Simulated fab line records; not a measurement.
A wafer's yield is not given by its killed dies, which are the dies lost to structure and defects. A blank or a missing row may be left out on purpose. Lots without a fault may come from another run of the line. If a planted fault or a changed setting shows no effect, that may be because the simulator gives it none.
One fault through the eyes of 2 desks | flow n5 finfet | each desk has only its own numbers; what lay behind them comes last

## THE METROLOGY DESK
What the gauges read, lot by lot, whatever tool the lot ran on: means of the sampled wafers that have a number. Marked OUT: a lot whose mean sits more than 4 standard deviations from the usual mean, which makes it out of limits; the brackets give that distance. Only the readings that lie furthest out on some lot appear, 7 of the 10 it has.
Columns: A = DIBL_P at N5_BEOL_M4_RC_MEAS_101, usual 35.8 mV/V; B = IOFF_N at N5_BEOL_M4_RC_MEAS_101, usual 0.16 nA/um; C = IOFF_P at N5_BEOL_M4_RC_MEAS_101, usual 0.21 nA/um; D = ION_P at N5_BEOL_M4_RC_MEAS_101, usual 461 uA/um; E = SS_N at N5_BEOL_M4_RC_MEAS_101, usual 71.4 mV/dec; F = SS_P at N5_BEOL_M4_RC_MEAS_101, usual 73.3 mV/dec; G = VT_P at N5_BEOL_M4_RC_MEAS_101, usual -250 mV
lot  | first seen here | A    | B    | C    | D   | E    | F    | G
L758 | day 10 19:07    | 35.1 | 0.14 | 0.17 | 455 | 70.8 | 72.5 | -255
L760 | day 11 10:56    | 33.7 | 0.14 | 0.18 | 463 | 71.2 | 72.9 | -252
L761 | day 11 15:42    | 34.3 | 0.13 | 0.20 | 462 | 71.2 | 73.2 | -251
L763 | day 11 19:49    | 35.2 | 0.16 | 0.20 | 461 | 71.0 | 72.9 | -251
L768 | day 13 07:02    | 36.3 | 0.16 | 0.24 | 468 | 71.8 | 73.9 | -246
This desk's verdict: no lot among the 5 shows anything out of limits.

## DESK OF THE TOOL OWNER: rie diel-04
The tool's own readings at N5_BEOL_M0_CUTY_ETCH_63 (etches SOC in N2/H2, target depth 82.7 nm, overetch 16.5 nm, time 124 s): means of the sampled wafers that have a number, for each lot that ran on this tool. Marked OUT: a lot whose mean sits more than 4 standard deviations from the usual mean, which makes it out of limits; the brackets give that distance.
Columns: A = drypump motor current A at N5_BEOL_M0_CUTY_ETCH_63, usual 5.8 A; B = n2 flow sccm at N5_BEOL_M0_CUTY_ETCH_63, usual 200.1 sccm; C = oes product au at N5_BEOL_M0_CUTY_ETCH_63, usual 0.64 a.u.; D = rf fwd power W at N5_BEOL_M0_CUTY_ETCH_63, usual 836.9 W; E = rf vpp V at N5_BEOL_M0_CUTY_ETCH_63, usual 524.2 V; F = showerhead plenum p Torr at N5_BEOL_M0_CUTY_ETCH_63, usual 2.55 Torr; G = throttle valve pct at N5_BEOL_M0_CUTY_ETCH_63, usual 17.83 %
lot  | first seen here | A   | B     | C    | D               | E               | F    | G
L758 | day 8 08:01     | 5.8 | 200.3 | 0.66 | 837.3           | 524.4           | 2.56 | 17.69
L760 | day 8 19:37     | 5.8 | 199.8 | 0.65 | 636.6 (-77) OUT | 574.2 (+29) OUT | 2.56 | 17.70
L761 | day 9 03:53     | 5.8 | 200.5 | 0.65 | 636.8 (-77) OUT | 574.0 (+29) OUT | 2.56 | 17.71
L763 | day 9 09:14     | 6.0 | 200.3 | 0.64 | 639.1 (-76) OUT | 574.2 (+29) OUT | 2.56 | 17.57
This desk finds L760, L761, L763 out of limits, L760 being first, at day 8 19:37 (rf fwd power W at N5_BEOL_M0_CUTY_ETCH_63). L758: within limits.

## ALL TOGETHER
An alarm could have come from the tool owner's desk at day 8 19:37, on L760, L761, L763.
From the metrology desk's view, nothing was out of limits.
The metrology desk has L760, L761, L763 on record, within its limits.
N5_BEOL_M0_CUTY_ETCH_63 was run on rie diel-04 by each of the lots named.

## WHAT WAS PUT IN BY THE SIMULATOR
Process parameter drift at N5_BEOL_M0_CUTY_ETCH_63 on rie diel-04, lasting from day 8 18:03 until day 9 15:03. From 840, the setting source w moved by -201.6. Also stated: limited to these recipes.
Shown lots that were struck: L760, L761, L763.
Hours from the fault's start to each desk's first reading out of limits: the tool owner's desk, 2.
